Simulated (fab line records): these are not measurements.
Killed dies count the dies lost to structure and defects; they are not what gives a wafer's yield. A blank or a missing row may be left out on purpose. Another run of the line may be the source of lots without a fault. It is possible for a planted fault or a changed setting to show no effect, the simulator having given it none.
Matching of chambers    flow nand harc    NHARC_P_GATE_ALD_36 on ald sin-02 has 4 sister chambers
The step deposits SiNx, target thk 20 nm, pulse time 60 s, ald cycles 223. 4 wafers are shown with their chamber, then 12 later ones without.

== EACH WAFER AND ITS CHAMBER ==
wafer   chamber  heater power w (W)
L087.3  1        773
L089.1  2        770
L089.2  0        863
L089.5  3        814

== WAFERS WITH NO CHAMBER GIVEN ==
wafer   heater power w (W)
L092.2  784
L092.3  747
L092.1  824
L092.6  766
L092.4  781
L092.5  836
L095.3  747
L095.2  786
L095.1  814
L097.3  849
L097.1  801
L097.5  768

== THE CHAMBER EACH PASSED THROUGH ==
wafer   from the rows above           in truth
L092.2  can't be placed: 1 or 2 or 3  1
L092.3  can't be placed: 2 or 1       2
L092.1  3                             3
L092.6  can't be placed: 2 or 1       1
L092.4  can't be placed: 1 or 2 or 3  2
L092.5  can't be placed: 3 or 0       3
L095.3  can't be placed: 2 or 1       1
L095.2  can't be placed: 1 or 2 or 3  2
L095.1  3                             3
L097.3  can't be placed: 0 or 3       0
L097.1  can't be placed: 3 or 1 or 2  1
L097.5  can't be placed: 2 or 1       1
2 of 12 placed correctly. Unplaceable from these rows: 10, with the true chamber sitting among the candidates in 10. Placed wrongly: 0.
How it was worked out, from the rows above alone: a wafer's distance from a chamber is the root of the sum, over the readings, of the square of ((its reading less the chamber's mean) divided by the reading's scatter). The wafer belongs to the nearest chamber; if the next one is less than 2 further off, it can't be placed. The mean given for a chamber averages the wafers shown for that chamber. The scatter: root of mean squared gap, hidden wafer to nearest shown wafer, with one shown wafer a chamber.
